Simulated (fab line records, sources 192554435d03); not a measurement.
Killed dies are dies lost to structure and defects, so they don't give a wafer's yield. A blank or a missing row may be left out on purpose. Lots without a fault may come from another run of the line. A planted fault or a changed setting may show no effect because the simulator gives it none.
Problem report in the 8D (eight disciplines) form, filled by code | flow n5_finfet | the parts of the form that need people (team, actions taken, sign-off) are left out

1. THE PROBLEM
run_length_s at N5_BEOL_M3_CO_CAP_55 reads a mean of 66.0 s on 1 wafer of 1 lot; wafers without a fault read 124.8 s with a standard deviation of 0.44. That is -99 or more standard deviations from the usual mean.
The step: material Co, precursor CCTBA/H2, target thk 2 nm, time 102.1 s.
First seen on wafer L857.4, day 12 09:51, on cvd_co-02. The record holds 32 wafers of 11 lots with a number at this step. Rule for "out", or "out of limits": more than 4 standard deviations from the usual mean. The other wafers with a number count as sound.

2. WHAT IT IS AND WHAT IT IS NOT
question                    | is                | is not
which readings at this step | run_length_s      | heater_power_w
which lots                  | L857              | L840, L841, L842, L843, L845, L847, L849, L851, L852, L862
which wafers of those lots  | L857.4            | L857.2
read on which tools         | cvd_co-02         | cvd_co-01
when                        | from day 12 09:51 | up to then (28 sound wafers); but 3 sound wafers of L862 came after

3. SUSPECTS, AND WHAT RULES EACH OUT
Counting: a tool at a process step up to the reading stays a suspect if it ran every lot that is out. Sound lots after the first of them don't rule it out here, since some wafers of a struck lot are sound.
- rtp_anneal-02 at N5_BEOL_M3_ANNEAL_51 (time 90 s): kept. It ran the lot that is out, L857 (day 12 09:13); its last sound lot up to then is L852 (day 11 01:55).
- cvd_co-02 at N5_BEOL_M3_CO_CAP_55 (material Co, precursor CCTBA/H2, target thk 2 nm, time 102.1 s): kept. It ran the lot that is out, L857 (day 12 09:51); its last sound lot up to then is L852 (day 11 02:32). Its own readings are out on those wafers: run_length_s.
- Within cvd_co-02 at N5_BEOL_M3_CO_CAP_55: the wafers that are out ran in chamber 0; their sound lot-mates ran in chamber 1.
Left after counting: rtp_anneal-02 at N5_BEOL_M3_ANNEAL_51, cvd_co-02 at N5_BEOL_M3_CO_CAP_55.

4. THE CAUSE (what the simulator had put in)
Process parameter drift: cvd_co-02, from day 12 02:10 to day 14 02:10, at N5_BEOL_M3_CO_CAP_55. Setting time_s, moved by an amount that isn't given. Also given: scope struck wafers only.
Counting left 2 suspects, and this tool is among them.

5. THE CHAIN OF EFFECTS, in route order
Each row: a reading whose mean over the struck wafers that have a number lies more than 3 standard deviations from the usual. Only readings for which the record gives a usual standard deviation are gone through. hours: the time from each lot's start at the first step in this table that gives one to its start at this step, as a median over the lots. sigmas: the change in usual standard deviations.
hours | step                 | reading      | usual   | on struck wafers | change | sigmas
0     | N5_BEOL_M3_CO_CAP_55 | run_length_s | 124.8 s | 66.0             | -58.8  | -99 or more
The process steps in it:
- N5_BEOL_M3_CO_CAP_55: material Co, precursor CCTBA/H2, target thk 2 nm, time 102.1 s.
Later measuring or inspecting steps at which every struck wafer that the step has a row for has a number for every such reading, and none has moved that far: N5_BEOL_M3_RS_MEAS_58, N5_BEOL_M4_THK_MEAS_01, N5_BEOL_M4_RC_MEAS_101.

6. WHAT WOULD HAVE CAUGHT IT SOONER
In this record the first reading out of limits was taken at day 12 09:51, 8 hours after the fault began at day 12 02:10.
